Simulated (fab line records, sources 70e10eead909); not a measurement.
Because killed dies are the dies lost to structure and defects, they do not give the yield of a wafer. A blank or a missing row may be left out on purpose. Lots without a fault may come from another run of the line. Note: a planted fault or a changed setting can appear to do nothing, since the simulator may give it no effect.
A struck lot beside a sound one / flow nand_harc / 19 out of 1302 route steps
Sound: the wafers L840.3, L840.4, L840.6. Struck: wafers L832.1, L832.4, L832.6. The cause comes at the end.
At each step with rows: each side's tool, then ch and its chambers, then its first start. Under that, the readings that differ: sound wafers / struck wafers / difference of the means / sigmas: that difference in standard deviations of wafers without a fault.
alike: same words and numbers on both sides, and readings whose means sit less than 2 such deviations apart. not compared: any withheld reading, any reading some wafer has no value for, any bound like >300 that may hide the same value, and any number with overlapping values for which the record gives no deviation.
The two part at a step that has a row with sigmas, a row that says differs or no value, or rows on one side only. When numbers do not overlap yet have no deviation, they are printed without sigmas and do not part them. A reading that every wafer of one side lacks parts them only if that side has two wafers or more.

NHARC_A_CONTACT_ETCH_106: etches the open film in CF4/O2, target depth 90 nm, overetch 9 nm, time 49.5 s.
  sound on rie_diel-12 ch 0,1,2, day 27 21:50; struck on rie_diel-12 ch 0,1,2, day 25 08:22
reading=oes_product_au (a.u.); sound=0.996 0.997 0.982; struck=1.002 1.011 1.013; difference=+0.017; sigmas=+2
  alike: drypump_motor_current_A, oes_f_703_au, rf_vpp_V, showerhead_plenum_p_Torr, throttle_valve_pct
  not compared: rf_hours_counter_h
NHARC_A_CONTACT_STRIP_82: strips in O2.
  sound on rie_diel-12 ch 0,1,2; struck on rie_diel-12 ch 0,1,2
  alike: drypump_motor_current_A, oes_product_au, rf_vpp_V, showerhead_plenum_p_Torr, throttle_valve_pct
  not compared: rf_hours_counter_h
then, 1 step without rows for these wafers: NHARC_A_CONTACT_STRIP_83 (strips in post etch residue remover, time 600 s).
NHARC_A_CONTACT_DEP_84: deposits aC, target thk 2800 nm.
  sound on acl_dep-02 ch 0, day 27 23:03; struck on acl_dep-01 ch 0, day 25 09:02
  alike: throttle_valve_pct
NHARC_A_CONTACT_DEP_85: deposits SiON, target thk 60 nm.
  sound on pecvd-02 ch 0,1, day 28 00:15; struck on pecvd-01 ch 0,2, day 25 10:48
  alike: heater_power_w
then, 7 steps without rows for these wafers: NHARC_A_CONTACT_DEHYDRATE_00 (time 120 s); NHARC_A_CONTACT_HMDS_01 (time 30 s); NHARC_A_CONTACT_COAT_86 (time 75 s); NHARC_A_CONTACT_COAT_87 (time 65 s); NHARC_A_CONTACT_COAT_02 (resist thk 90 nm); NHARC_A_CONTACT_SOFTBAKE_03 (time 55 s); NHARC_A_CONTACT_EBR_04.
NHARC_A_CONTACT_EXPOSE_05: exposes mask A CC.
  sound on arfi_scanner-03 ch 0, day 28 00:49; struck on arfi_scanner-01 ch 0, day 25 11:15
reading=model.A_CONTACT.overlay_x_nm (nm); sound=0.5216 0.5216 0.5216; struck=8.375 8.375 8.375; difference=+7.853; sigmas=
  alike: mask, stage_vel_mm_s
then, 2 steps without rows for these wafers: NHARC_A_CONTACT_PEB_06 (peb time 65 s); NHARC_A_CONTACT_DEVELOP_07 (develop time 35 s).
NHARC_A_CONTACT_CD_MEAS_08: the cd target is 200 nm.
  sound on cd_sem-01 ch 0, day 28 00:57; struck on cd_sem-01 ch 0, day 25 11:23
  alike: cd_nm
NHARC_A_CONTACT_OVL_MEAS_09:
  sound: overlay-01 at day 28 01:02; struck: overlay-01 at day 25 11:39
reading=overlay_x_nm (nm); sound=0.3 0.6 1.2; struck=8.7 8.2 8.0; difference=+7.6; sigmas=+8
  alike: overlay_y_nm
  not compared: hold
NHARC_A_CONTACT_INSPECT_10:
  sound: defect_inspect-02 at day 28 01:04; struck: defect_inspect-01 at day 25 16:17
reading=hold; sound=- - -; struck=await_dispo/4.6h/release await_dispo/4.6h/release await_dispo/4.6h/release; difference=no value on the sound wafers; sigmas=
  alike: raw_defect_count
-- record jumps: 2 days between struck wafers' starts before vs after; left off in module A_CONTACT, resumes in module END, first step shown is number 1302 of the route --
NHARC_END_SORT_01:
  at this point the record logs the struck wafers (prober-02 ch 0, day 28 03:17) and has no rows for the sound ones

WHERE THEY PART
First at NHARC_A_CONTACT_ETCH_106; last, within this record, at NHARC_END_SORT_01.

WHY: what the simulator had put in
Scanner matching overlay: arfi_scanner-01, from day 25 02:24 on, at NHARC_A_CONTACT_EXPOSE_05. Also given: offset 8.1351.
